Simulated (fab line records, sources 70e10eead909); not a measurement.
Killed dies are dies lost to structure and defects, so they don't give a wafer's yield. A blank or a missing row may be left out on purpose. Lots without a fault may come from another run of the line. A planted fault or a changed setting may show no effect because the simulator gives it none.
Chamber matching | flow nand_harc | NHARC_P_M1_DESCUM_14 on rie_diel-12: 4 sister chambers
The step chemistry O2, time 3 s. 8 wafers are shown with their chamber, then 12 later ones without.

WAFERS WITH THEIR CHAMBER
wafer  | chamber | drypump_motor_current_A (A) | oes_product_au (a.u.)
L084.2 | 0       | 5.0                         | 1.001
L084.5 | 0       | 5.1                         | 1.005
L084.6 | 1       | 6.1                         | 1.011
L086.2 | 2       | 6.2                         | 0.990
L086.5 | 2       | 6.2                         | 0.984
L087.1 | 3       | 6.5                         | 1.011
L087.4 | 1       | 6.2                         | 1.010
L087.6 | 3       | 6.5                         | 1.017

WAFERS WITHOUT THEIR CHAMBER
wafer  | drypump_motor_current_A (A) | oes_product_au (a.u.)
L089.3 | 5.1                         | 0.987
L089.4 | 6.5                         | 1.003
L089.6 | 6.5                         | 1.004
L090.1 | 6.2                         | 0.994
L090.2 | 5.1                         | 0.994
L090.6 | 6.5                         | 1.012
L091.1 | 6.1                         | 1.016
L091.2 | 6.2                         | 1.002
L091.3 | 6.5                         | 1.010
L096.2 | 6.2                         | 0.991
L096.4 | 5.1                         | 1.021
L096.5 | 6.2                         | 0.992

WHICH CHAMBER EACH WENT THROUGH
wafer  | from the rows above     | in truth
L089.3 | 0                       | 0
L089.4 | 3                       | 3
L089.6 | 3                       | 3
L090.1 | 2                       | 2
L090.2 | 0                       | 0
L090.6 | 3                       | 3
L091.1 | 1                       | 1
L091.2 | can't be placed: 1 or 2 | 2
L091.3 | 3                       | 3
L096.2 | 2                       | 2
L096.4 | 0                       | 0
L096.5 | 2                       | 2
Placed correctly: 11 of 12. Can't be placed from these rows: 1 (the true chamber is among the candidates in 1). Placed wrongly: 0.
How it was worked out, from the rows above alone: a wafer's distance from a chamber is the root of the sum, over the readings, of the square of ((its reading less the chamber's mean) divided by the reading's scatter). The wafer belongs to the nearest chamber; if the next one is less than 2 further off, it can't be placed. A chamber's mean is the mean of its shown wafers. The scatter: the root of (the sum of the squares of (reading less its chamber's mean) over the shown wafers, divided by (wafers less chambers)).
